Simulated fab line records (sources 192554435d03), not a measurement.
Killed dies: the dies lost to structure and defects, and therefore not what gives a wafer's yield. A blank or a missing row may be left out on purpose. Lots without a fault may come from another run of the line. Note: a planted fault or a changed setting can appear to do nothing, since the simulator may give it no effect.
Chamber matching || flow n5-finfet || N5_BEOL_M5_ETCH_68 on rie-diel-01: 4 sister chambers
The step etches SOC in N2/H2, target depth 80 nm, overetch 16 nm, time 120 s. 4 wafers are shown with their chamber, then 7 later ones without.

== WAFERS PAIRED WITH THEIR CHAMBERS ==
{"wafer": "L076.4", "chamber": 1, "showerhead-plenum-p-Torr (Torr)": 2.70}
{"wafer": "L083.2", "chamber": 3, "showerhead-plenum-p-Torr (Torr)": 2.61}
{"wafer": "L085.2", "chamber": 2, "showerhead-plenum-p-Torr (Torr)": 2.63}
{"wafer": "L085.4", "chamber": 0, "showerhead-plenum-p-Torr (Torr)": 2.61}

== WAFERS WHOSE CHAMBER IS MISSING ==
{"wafer": "L085.6", "showerhead-plenum-p-Torr (Torr)": 2.63}
{"wafer": "L089.2", "showerhead-plenum-p-Torr (Torr)": 2.61}
{"wafer": "L089.3", "showerhead-plenum-p-Torr (Torr)": 2.60}
{"wafer": "L089.6", "showerhead-plenum-p-Torr (Torr)": 2.61}
{"wafer": "L091.4", "showerhead-plenum-p-Torr (Torr)": 2.60}
{"wafer": "L091.5", "showerhead-plenum-p-Torr (Torr)": 2.61}
{"wafer": "L091.6", "showerhead-plenum-p-Torr (Torr)": 2.69}

== EACH ONE'S CHAMBER ==
{"wafer": "L085.6", "from the rows above": 2, "in truth": 2}
{"wafer": "L089.2", "from the rows above": "can't be placed: 0 or 3", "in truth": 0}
{"wafer": "L089.3", "from the rows above": "can't be placed: 0 or 3", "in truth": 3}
{"wafer": "L089.6", "from the rows above": "can't be placed: 0 or 3", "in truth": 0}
{"wafer": "L091.4", "from the rows above": "can't be placed: 0 or 3", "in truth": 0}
{"wafer": "L091.5", "from the rows above": "can't be placed: 0 or 3", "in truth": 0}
{"wafer": "L091.6", "from the rows above": 1, "in truth": 1}
2 of 7 placed correctly. Can't be placed from these rows: 5 (the true chamber is among the candidates in 5). 0 placed wrongly.
How it was worked out, from the rows above alone: a wafer's distance from a chamber is the root of the sum, over the readings, of the square of ((its reading less the chamber's mean) divided by the reading's scatter). The wafer belongs to the nearest chamber; if the next one is less than 2 further off, it can't be placed. For every chamber, the mean is computed from those of its wafers that are shown. The scatter: with one shown wafer a chamber, the root of the mean of the squares of how far each hidden wafer lies from its nearest shown one.
